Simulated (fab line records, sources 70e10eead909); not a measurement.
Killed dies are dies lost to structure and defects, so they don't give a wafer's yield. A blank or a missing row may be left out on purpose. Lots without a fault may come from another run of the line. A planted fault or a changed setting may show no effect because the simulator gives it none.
Which tool did it? | flow nand_harc | 7 lots, 21 wafers sampled, at 1 step of a route of 1302

WHAT THE GAUGES READ, wafer by wafer
NHARC_A_DECK1_JOINT_THK_MEAS_17: measures by ellipsometry.
lot  | measured     | on            | thk_nm (nm)
L668 | day 13 20:36 | film_metro-01 | 44.7 47.0 44.6
L670 | day 14 20:47 | film_metro-01 | 43.6 46.4 44.4
L673 | day 15 22:46 | film_metro-01 | 46.3 46.1 43.3
L679 | day 18 07:16 | film_metro-01 | 44.8 46.1 44.4
L682 | day 20 00:40 | film_metro-02 | 46.1 46.3 44.7
L684 | day 21 00:12 | film_metro-01 | 44.4 44.7 47.5
L686 | day 21 15:26 | film_metro-01 | 45.0 44.8 45.8

WHICH TOOL RAN EACH LOT (tool, then ch and the chambers of the sampled wafers, then the start)
The record holds no process step before these readings.

THE ANSWER, worked out from the rows above alone
Rule: what is usual is taken from the lots themselves. Put in order of their means at a reading, lots are off if they are a third of the lots or fewer, leave a main group of 4 or more, and stand apart from it by a gap of 3 or more times the standard deviation of the main group's means; of several such gaps the widest counts. A main group whose means are all the same, to the digits that the tables above print for the reading, isn't used. A lot without any number at a reading at which 4 lots or more have one is off too. The other lots that the step has rows for count as sound.
No lot is off at any reading shown: from this, nothing can be told.

WHAT THE SIMULATOR HAD PUT IN
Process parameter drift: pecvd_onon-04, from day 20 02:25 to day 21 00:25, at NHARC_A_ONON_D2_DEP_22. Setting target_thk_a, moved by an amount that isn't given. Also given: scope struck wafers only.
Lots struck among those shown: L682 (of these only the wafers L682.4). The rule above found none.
